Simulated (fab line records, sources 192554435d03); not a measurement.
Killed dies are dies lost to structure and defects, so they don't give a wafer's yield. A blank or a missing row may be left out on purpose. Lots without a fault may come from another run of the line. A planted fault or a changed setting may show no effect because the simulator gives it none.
A struck lot beside a sound one | flow n5_finfet | 15 steps out of a route of 1938
Sound: wafers L413.1, L413.2, L413.4. Struck: wafers L420.1, L420.4, L420.6. The cause comes at the end.
At each step with rows: each side's tool, then ch and its chambers, then its first start. Under that, the readings that differ: sound wafers | struck wafers | difference of the means | sigmas: that difference in standard deviations of wafers without a fault.
alike: readings whose means differ by less than 2 such deviations, and words and numbers that are the same on both sides. not compared: withheld readings, readings that some wafer has no value for, bounds like >300 that may hide the same value, and numbers for which the record gives no deviation and whose values overlap.
The two part at a step that has a row with sigmas, a row that says differs or no value, or rows on one side only. Numbers that don't overlap but have no deviation are shown without sigmas and don't part them. A reading that every wafer of one side lacks parts them only if that side has two wafers or more.

first, 7 steps without rows for these wafers: N5_BEOL_M9_COAT_75 (time 60 s, resist thk 5 nm); N5_BEOL_M9_COAT_22 (resist thk 30 nm); N5_BEOL_M9_EBR_24; N5_BEOL_M9_SOFTBAKE_23 (time 60 s); N5_BEOL_M9_EXPOSE_25 (exposes mask V8); N5_BEOL_M9_PEB_26 (peb time 60 s); N5_BEOL_M9_DEVELOP_27 (develop time 30 s).
N5_BEOL_M9_CD_MEAS_28: target cd 70 nm.
  sound on cd_sem-02 ch 0, day 13 05:21; struck on cd_sem-01 ch 0, day 15 13:26
  alike: cd_nm
N5_BEOL_M9_OVL_MEAS_29:
  sound on overlay-01 ch 0, day 13 05:23; struck on overlay-02 ch 0, day 15 13:29
  alike: V8_OVL
N5_BEOL_M9_INSPECT_30: inspects for defects (brightfield).
  sound on defect_inspect-01, day 13 05:26; struck on defect_inspect-01, day 15 13:32
  alike: raw_defect_count
N5_BEOL_M9_DESCUM_33: chemistry O2, time 7 s.
  sound on rie_diel-05 ch 0,2,3, day 13 05:28; struck on rie_diel-02 ch 0,1,2, day 15 13:34
  alike: drypump_motor_current_A, oes_product_au, rf_vpp_V, showerhead_plenum_p_Torr, throttle_valve_pct
  not compared: rf_hours_counter_h
N5_BEOL_M9_ETCH_76: etches underlayer in N2/H2, target depth 6.5 nm, time 5.2 s.
  sound on rie_diel-05 ch 0,2,3, day 13 05:31; struck on rie_diel-02 ch 0,1,2, day 15 13:36
  alike: drypump_motor_current_A, etch_rf_on_time_s, oes_product_au, rf_vpp_V, showerhead_plenum_p_Torr, throttle_valve_pct
  not compared: rf_hours_counter_h
N5_BEOL_M9_ETCH_65: etches SiARC in CF4, target depth 15.6 nm, time 26 s.
  sound on rie_diel-05 ch 0,2,3, day 13 05:31; struck on rie_diel-02 ch 0,1,2, day 15 13:37
  reading                         | sound              | struck            | difference | sigmas
  cf4_flow_sccm (sccm)            | 99.56 99.65 100.03 | 77.77 77.35 77.51 | -22.20     | -77
  etch_rf_on_time_s (s)           | 25.1 26.4 25.9     | 27.7 26.3 28.4    | +1.7       | +2
  showerhead_plenum_p_Torr (Torr) | 2.28 2.19 2.09     | 1.91 2.02 2.01    | -0.21      | -3
  throttle_valve_pct (%)          | 15.35 15.23 15.46  | 14.94 14.09 14.61 | -0.80      | -3
  alike: drypump_motor_current_A, oes_product_au, rf_vpp_V
  not compared: rf_hours_counter_h
N5_BEOL_M9_ETCH_66: etches SOC in N2/H2, target depth 80 nm, overetch 16 nm, time 120 s.
  sound on rie_diel-05 ch 0,2,3, day 13 05:33; struck on rie_diel-02 ch 0,1,2, day 15 13:39
  alike: drypump_motor_current_A, oes_product_au, rf_vpp_V, showerhead_plenum_p_Torr, throttle_valve_pct
  not compared: rf_hours_counter_h
-- the record jumps here: 3 days lie between the struck wafers' starts before and after (it left off in module BEOL_M9 and takes up again in module PASSIVATION, whose first step shown is number 1936 of the route) --
N5_PASSIVATION_PROBE_49:
  sound on prober-01, day 15 20:37; struck on prober-01, day 18 08:36
  alike: defect_limited_yield, killed_at_M0_to_M3, killed_at_M4_up, killed_at_contacts, killed_at_front_end, killed_at_other, killed_dies, killed_open, killed_short, sort_bin_4_leakage, sort_bin_5_function, sort_bin_6_memory, sort_n_pass, sort_yield_pct

WHERE THEY PART
Only at N5_BEOL_M9_ETCH_65, within this record. Later steps at which nothing parts them and some readings are alike: N5_BEOL_M9_ETCH_66, N5_PASSIVATION_PROBE_49.

WHY: what the simulator had put in
Process parameter drift: rie_diel-02, from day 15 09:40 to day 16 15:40, at N5_BEOL_M9_ETCH_65. Setting cf4_flow_sccm, moved by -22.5, from 100. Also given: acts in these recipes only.
